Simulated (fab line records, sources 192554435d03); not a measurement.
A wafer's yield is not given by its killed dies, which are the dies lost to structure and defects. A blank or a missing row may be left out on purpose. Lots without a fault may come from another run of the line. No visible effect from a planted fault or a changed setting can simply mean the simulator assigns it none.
A struck lot beside a sound one + flow n5-finfet + 14 out of 1938 route steps
Sound: the wafers L111.1, L111.3, L111.6. Struck: wafers L110.1, L110.4, L110.5. The cause comes at the end.
Each step with rows lists, per side, the tool, then ch with its chambers, then its first start. Under that, the readings that differ: sound wafers + struck wafers + difference of the means + sigmas: that difference in standard deviations of wafers without a fault.
alike: a reading whose means differ by less than 2 such deviations, as well as words and numbers matching on both sides. not compared: withheld readings; readings where some wafer has no value; bounds like >300 that might hide an equal value; numbers whose values overlap and for which the record gives no deviation.
Wherever a step has rows on one side only, a row that says differs or no value, or a row with sigmas, the two part there. Numbers that have no deviation but don't overlap get no sigmas and don't part them. A reading that every wafer of one side lacks parts them only if that side has two wafers or more.

first, 1 step without rows for these wafers: N5_BEOL_M12_HARDBAKE_14 (time 120 s).
N5_BEOL_M12_CD_MEAS_10: the cd target is 140 nm.
  sound on cd-sem-02 ch 0, day 10 23:22; struck on cd-sem-02 ch 0, day 11 08:25
  alike: cd-nm
N5_BEOL_M12_OVL_MEAS_11:
  sound on overlay-01 ch 0, day 10 23:24; struck on overlay-01 ch 0, day 11 08:26
  alike: V11_OVL
N5_BEOL_M12_INSPECT_12: inspects for defects (macro).
  sound on defect-inspect-01 at day 10 23:25; struck on defect-inspect-02 at day 11 08:28
  alike: raw-defect-count
N5_BEOL_M12_DESCUM_15: chemistry O2, time 7.9 s.
  sound on rie-diel-04 ch 0,1,3, day 10 23:38; struck on rie-diel-04 ch 0,1,2, day 11 08:30
  alike: bias-power-w, drypump-motor-current-A, oes-product-au, rf-vpp-V, showerhead-plenum-p-Torr, throttle-valve-pct
  not compared: rf-hours-counter-h
N5_BEOL_M12_ETCH_59: etches BARC in N2/H2, target depth 89 nm, overetch 26.7 nm, time 67.9 s.
  sound on rie-diel-04 ch 0,1,3, day 10 23:40; struck on rie-diel-04 ch 0,1,2, day 11 08:32
  alike: drypump-motor-current-A, oes-product-au, rf-vpp-V, showerhead-plenum-p-Torr, throttle-valve-pct
  not compared: rf-hours-counter-h
N5_BEOL_M12_VIA_ETCH_16: etches SiOC in C4F8/O2/Ar, target depth 724.8 nm.
  sound on rie-diel-04 ch 0,1,3, day 10 23:43; struck on rie-diel-04 ch 0,1,2, day 11 08:35
  alike: drypump-motor-current-A, mfc-ar-sccm, oes-product-au, rf-vpp-V, showerhead-plenum-p-Torr, throttle-valve-pct
N5_BEOL_M12_STRIP_63: strips in N2/H2.
  sound on plasma-asher-02 ch 0,1, day 10 23:55; struck on plasma-asher-01 ch 1, day 11 08:47
  alike: drypump-motor-current-A, heater-power-w, oes-product-au, strip-time-to-endpoint-s
  not compared: rf-hours-counter-h
N5_BEOL_M12_STRIP_64: strips in N2/H2.
  sound on plasma-asher-02 ch 0,1, day 10 23:59; struck on plasma-asher-01 ch 1, day 11 08:51
| reading                      | sound             | struck            | difference | sigmas |
|------------------------------|-------------------|-------------------|------------|--------|
| strip-time-to-endpoint-s (s) | 31.53 31.49 31.46 | 31.28 31.34 31.24 | -0.21      | -3     |
  alike: drypump-motor-current-A, heater-power-w, oes-product-au
  not compared: rf-hours-counter-h
then, 2 steps without rows for these wafers: N5_BEOL_M12_STRIP_71 (strips in post etch residue remover, time 60 s); N5_BEOL_M12_SRD_72 (time 30 s, dry time 30 s).
N5_BEOL_M12_CD_MEAS_17: the cd target is 140 nm.
  sound on cd-sem-03 at day 11 00:08; struck on cd-sem-02 at day 11 08:59
  alike: cd-nm
N5_BEOL_M12_COAT_65: time 60 s, resist thk 300 nm.
  sound on litho-track-01 ch 0, day 11 00:10; struck on litho-track-01 ch 0, day 11 09:02
| reading                                   | sound                | struck               | difference | sigmas      |
|-------------------------------------------|----------------------|----------------------|------------|-------------|
| spin-speed-rpm (rpm)                      | 1501.3 1499.7 1500.1 | 1269.1 1270.7 1270.1 | -230.4     | -99 or more |
| model.SOC_of_BEOL_M12_COAT_65.thk-nm (nm) | 300.2 300.4 299.6    | 327 326.2 326.4      | +26        |             |
  alike: resist-line-temp-C
then, 1 step without rows for these wafers: N5_BEOL_M12_COAT_66 (time 60 s, resist thk 110 nm).

WHERE THEY PART
At N5_BEOL_M12_STRIP_64 first; at N5_BEOL_M12_COAT_65 last (within this record only).

WHY: whatever the simulator had introduced
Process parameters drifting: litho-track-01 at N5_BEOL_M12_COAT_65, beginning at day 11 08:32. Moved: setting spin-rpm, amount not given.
